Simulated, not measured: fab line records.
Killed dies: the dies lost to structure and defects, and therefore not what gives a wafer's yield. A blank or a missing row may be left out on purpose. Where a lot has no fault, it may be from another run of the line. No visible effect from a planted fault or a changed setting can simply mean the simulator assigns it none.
Which tool was responsible?	flow n5-finfet	Sampling: 10 lots, 30 wafers, 4 of 1938 route steps

## WHAT EACH GAUGE READ, for each wafer
Not one reading of a measure or inspect step in the record can be checked against a usual standard deviation.

## WHAT TOOL EACH LOT RAN ON (gives the tool, then ch and the chambers of the sampled wafers, and finally the start)
lot	N5_BEOL_M14_STRIP_63	N5_BEOL_M14_STRIP_37	N5_BEOL_M14_ANNEAL_48	N5_BEOL_M14_CMP_49
L651	rie-diel-06 ch 1,2,3, day 11 04:35 or earlier	rie-diel-03 ch 0,1,3, day 11 04:35	rtp-anneal-02 ch 0, day 11 05:29	cmp-03 ch 0,1,3, day 11 05:44
L652	rie-diel-06 ch 0,1,3, day 11 10:40 or earlier	rie-diel-03 ch 1,2,3, day 11 10:40	rtp-anneal-02 ch 0, day 11 12:01	cmp-01 ch 1,2,3, day 11 12:32
L657	rie-diel-06 ch 1,2, day 12 23:53 or earlier	rie-diel-06 ch 2,3, day 12 23:53	rtp-anneal-01 ch 0, day 13 00:54	cmp-01 ch 0,2,3, day 13 01:12
L658	rie-diel-04 ch 0,1,2, day 13 08:22 or earlier	rie-diel-04 ch 1,2, day 13 08:22	rtp-anneal-01, day 13 09:19	cmp-03 ch 0,2,3, day 13 09:41
L661	rie-diel-04 ch 2,3, day 13 08:24 or earlier	rie-diel-03 ch 1,2, day 13 08:24	rtp-anneal-02, day 13 09:43	cmp-01 ch 0,2,3, day 13 10:08
L668	rie-diel-03 ch 0,3, day 15 10:10 or earlier	rie-diel-06 ch 1,2,3, day 15 10:10	rtp-anneal-01 ch 0, day 15 11:10	cmp-04 ch 0,2, day 15 11:30
L671	rie-diel-04 ch 1,2, day 16 13:16 or earlier	rie-diel-04 ch 0,3, day 16 13:16	rtp-anneal-02 ch 0, day 16 14:59	cmp-01 ch 1,2,3, day 16 15:21
L670	rie-diel-06 ch 0,3, day 16 15:14 or earlier	rie-diel-06 ch 2,3, day 16 15:14	rtp-anneal-02 ch 0, day 16 16:24	cmp-04 ch 2,3, day 16 16:39
L673	rie-diel-03 ch 1,2,3, day 17 10:58 or earlier	rie-diel-03 ch 0,1,2, day 17 10:58	rtp-anneal-02 ch 0, day 17 12:03	cmp-03 ch 1,2,3, day 17 12:21
L674	rie-diel-06 ch 1,2, day 17 23:48 or earlier	rie-diel-06 ch 1,2,3, day 17 23:48	rtp-anneal-02 ch 0, day 18 01:04	cmp-01 ch 0,1,2, day 18 01:22
- N5_BEOL_M14_STRIP_63: strips in O2.
- N5_BEOL_M14_STRIP_37: strips in O2.
- N5_BEOL_M14_ANNEAL_48: time 90 s.
- N5_BEOL_M14_CMP_49: polishes, stops on SiO2, t overpolish 5.2 s, target thk 560 nm.

## WHAT THE TOOLS THEMSELVES READ (means of the sampled wafers that have a number; where no wafer has one, the mark that the record gives instead)
N5_BEOL_M14_STRIP_63. Usual: drypump-motor-current-A 5.6 A, standard deviation 0.46; oes-product-au 0.79 a.u., standard deviation 0.077; rf-vpp-V 3.6 V, standard deviation 0.9; showerhead-plenum-p-Torr 2.09 Torr, standard deviation 0.07; throttle-valve-pct 16.67 %, standard deviation 0.28.
lot	tool	drypump-motor-current-A (A)	oes-product-au (a.u.)	rf-vpp-V (V)	showerhead-plenum-p-Torr (Torr)	throttle-valve-pct (%)	flag
L651	rie-diel-06	5.6	0.75	4.1	2.06	16.87	
L652	rie-diel-06	5.8	0.71	4.9	2.08	16.82	
L657	rie-diel-06	5.1	0.77	3.5	2.01	16.89	
L658	rie-diel-04	5.6	0.81	3.8	2.15	16.59	
L661	rie-diel-04	5.6	0.82	3.6	2.12	16.23	
L668	rie-diel-03	5.2	0.82	3.6	2.06	16.82	
L671	rie-diel-04	5.7	0.80	3.4	2.11	16.36	
L670	rie-diel-06	5.8	0.77	4.2	2.08	16.58	
L673	rie-diel-03	5.6	0.83	3.1	2.13	16.56	
L674	rie-diel-06	5.1	0.73	3.7	1.99	16.98	

N5_BEOL_M14_STRIP_37. Usual: drypump-motor-current-A 5.6 A, standard deviation 0.41; oes-product-au 0.81 a.u., standard deviation 0.077; rf-vpp-V 3.6 V, standard deviation 0.95; showerhead-plenum-p-Torr 2.10 Torr, standard deviation 0.068; throttle-valve-pct 16.64 %, standard deviation 0.29.
lot	tool	drypump-motor-current-A (A)	oes-product-au (a.u.)	rf-vpp-V (V)	showerhead-plenum-p-Torr (Torr)	throttle-valve-pct (%)	flag
L651	rie-diel-03	5.5	0.91	4.1	2.09	16.65	
L652	rie-diel-03	5.7	0.89	3.4	2.14	16.47	
L657	rie-diel-06	6.0	0.72	2.5	2.10	16.85	
L658	rie-diel-04	5.7	0.84	4.6	2.12	16.41	
L661	rie-diel-03	5.6	0.88	4.2	2.11	16.39	
L668	rie-diel-06	5.6	0.82	4.5	2.05	16.80	
L671	rie-diel-04	5.5	0.78	4.4	2.14	16.53	
L670	rie-diel-06	5.5	0.80	3.7	2.04	16.76	
L673	rie-diel-03	5.4	0.80	3.2	2.09	16.55	
L674	rie-diel-06	5.6	0.77	4.0	2.04	16.86	

N5_BEOL_M14_ANNEAL_48. Usual: anneal-temp-c 225.02 C, standard deviation 0.18; anneal-temp-c-max 226.3, standard deviation 0.33; wafer_temp_C_max 225.91, standard deviation 0.23.
lot	tool	anneal-temp-c (C)	anneal-temp-c-max	wafer_temp_C_max	flag
L651	rtp-anneal-02	225.15	226.2	225.77	
L652	rtp-anneal-02	224.81	225.8	225.58	
L657	rtp-anneal-01	224.98	226.5	226.03	
L658	rtp-anneal-01	-	-	-	OFF
L661	rtp-anneal-02	-	-	-	OFF
L668	rtp-anneal-01	225.06	226.9	225.96	
L671	rtp-anneal-02	225.02	226.3	225.92	
L670	rtp-anneal-02	225.22	226.3	225.77	
L673	rtp-anneal-02	224.73	225.8	226.10	
L674	rtp-anneal-02	225.17	226.1	225.90	

N5_BEOL_M14_CMP_49. Usual: barrier-field-endpoint-s 11.38 s, standard deviation 0.23; motor-current-A 7.9 A, standard deviation 0.91; overpolish-run-s 5.199 s, standard deviation 0.0085; time-to-endpoint-s 122 s, standard deviation 3.9.
lot	tool	barrier-field-endpoint-s (s)	motor-current-A (A)	overpolish-run-s (s)	time-to-endpoint-s (s)	flag
L651	cmp-03	11.27	7.6	5.195	122	
L652	cmp-01	11.33	8.0	5.201	124	
L657	cmp-01	11.25	7.9	5.192	121	
L658	cmp-03	11.43	7.5	5.198	124	
L661	cmp-01	11.33	8.1	5.191	123	
L668	cmp-04	11.23	8.8	5.206	118	
L671	cmp-01	11.67	8.0	5.209	123	
L670	cmp-04	11.24	7.0	5.195	120	
L673	cmp-03	11.35	8.2	5.201	123	
L674	cmp-01	11.65	8.8	5.202	124	

## THE ANSWER, worked out from the rows above alone
Rule: lot off if the mean of its wafers having a number is beyond 3 standard deviations from the usual mean. Also off: a lot with no number at a reading for which 4 or more lots have one. The other lots that the step has rows for count as sound. First the gauges in route order, then the tools' own readings, where a lot's mean is used as printed above. The first step at which some lot is off is used, and at that step the reading that is off furthest; a lot without a number counts as furthest.
Off: L658, L661, at N5_BEOL_M14_ANNEAL_48 (anneal-temp-c). Without a number there: L658, L661.
A tool fits if, at that step or a process step before it, it ran every lot that is off, and no sound lot after the first of them. N5_BEOL_M14_STRIP_63 gives no start for some lots, so the hours and the order of its lots are those of N5_BEOL_M14_STRIP_37. Not one of the candidates tried fits.

## WHAT WAS PUT IN BY THE SIMULATOR
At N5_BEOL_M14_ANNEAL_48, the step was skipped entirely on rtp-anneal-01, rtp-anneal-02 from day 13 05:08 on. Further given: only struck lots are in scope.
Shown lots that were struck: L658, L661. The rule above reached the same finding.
